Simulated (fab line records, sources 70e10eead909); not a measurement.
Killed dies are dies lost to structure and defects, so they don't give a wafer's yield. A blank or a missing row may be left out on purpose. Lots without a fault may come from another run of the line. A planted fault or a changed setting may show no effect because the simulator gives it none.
A struck lot beside a sound one | flow nand_harc | 14 steps out of a route of 1302
Sound: wafers L591.1, L591.3, L591.5. Struck: wafer L603.1. (L603.3, L603.5 of the same lot were not struck and are left out.) The cause comes at the end.
At each step with rows: each side's tool, then ch and its chambers, then its first start. Under that, the readings that differ: sound wafers | struck wafers | difference of the means | sigmas: that difference in standard deviations of wafers without a fault.
alike: readings whose means differ by less than 2 such deviations, and words and numbers that are the same on both sides. not compared: withheld readings, readings that some wafer has no value for, bounds like >300 that may hide the same value, and numbers for which the record gives no deviation and whose values overlap.
The two part at a step that has a row with sigmas, a row that says differs or no value, or rows on one side only. Numbers that don't overlap but have no deviation are shown without sigmas and don't part them. A reading that every wafer of one side lacks parts them only if that side has two wafers or more.

first, 7 steps without rows for these wafers: NHARC_A_CONTACT_COAT_35 (time 65 s); NHARC_A_CONTACT_COAT_36 (resist thk 90 nm); NHARC_A_CONTACT_SOFTBAKE_37 (time 55 s); NHARC_A_CONTACT_EBR_38; NHARC_A_CONTACT_EXPOSE_39 (exposes mask A CC 3); NHARC_A_CONTACT_PEB_40 (peb time 65 s); NHARC_A_CONTACT_DEVELOP_41 (develop time 35 s).
NHARC_A_CONTACT_CD_MEAS_42: target cd 300 nm.
  sound on cd_sem-03 ch 0, day 21 21:56; struck on cd_sem-02 ch 0, day 25 14:33
  alike: cd_nm
NHARC_A_CONTACT_OVL_MEAS_43:
  sound on overlay-01, day 21 22:01; struck on overlay-02, day 25 14:39
  reading           | sound       | struck | difference | sigmas
  overlay_x_nm (nm) | 0.5 0.9 0.9 | -1.8   | -2.6       | -3
  alike: overlay_y_nm
NHARC_A_CONTACT_INSPECT_44:
  sound on defect_inspect-01, day 21 22:04; struck on defect_inspect-02, day 25 14:41
  alike: raw_defect_count
NHARC_A_CONTACT_DESCUM_47: chemistry O2, time 3 s.
  sound on rie_diel-07 ch 1,2, day 21 22:07; struck on rie_diel-12 ch 3, day 25 14:45
  alike: drypump_motor_current_A, oes_product_au, rf_vpp_V, showerhead_plenum_p_Torr, throttle_valve_pct
  not compared: rf_hours_counter_h
NHARC_A_CONTACT_ETCH_48: etches the open film in CF4, target depth 39 nm, time 65 s.
  sound on rie_diel-07 ch 0,2,3, day 21 22:13; struck on rie_diel-12 ch 2, day 25 14:50
  reading    | sound            | struck | difference | sigmas
  bias_w (W) | 100.3 99.9 100.0 | 99.4   | -0.7       | -2
  alike: drypump_motor_current_A, oes_product_au, rf_vpp_V, run_length_s, showerhead_plenum_p_Torr, throttle_valve_pct
  not compared: rf_hours_counter_h
NHARC_A_CONTACT_ETCH_49: etches the open film in N2/H2, target depth 260 nm, time 475.3 s.
  sound on rie_diel-07 ch 1,3, day 21 22:18; struck on rie_diel-12 ch 0, day 25 14:58
  reading          | sound             | struck | difference | sigmas
  run_length_s (s) | 496.8 496.2 496.8 | 162.1  | -334.5     | -99 or more
  alike: drypump_motor_current_A, oes_product_au, rf_vpp_V, showerhead_plenum_p_Torr, throttle_valve_pct
  not compared: bias_w, rf_hours_counter_h
NHARC_A_CONTACT_ETCH_50: etches the open film in CF4/CHF3, target depth 121 nm, time 60.5 s.
  sound on rie_diel-07 ch 0,1,2; struck on rie_diel-12 ch 3
  alike: bias_w, drypump_motor_current_A, oes_product_au, rf_vpp_V, run_length_s, showerhead_plenum_p_Torr, throttle_valve_pct
  not compared: rf_hours_counter_h

WHERE THEY PART
First at NHARC_A_CONTACT_OVL_MEAS_43; last, within this record, at NHARC_A_CONTACT_ETCH_49. Later steps at which nothing parts them and some readings are alike: NHARC_A_CONTACT_ETCH_50.

WHY: what the simulator had put in
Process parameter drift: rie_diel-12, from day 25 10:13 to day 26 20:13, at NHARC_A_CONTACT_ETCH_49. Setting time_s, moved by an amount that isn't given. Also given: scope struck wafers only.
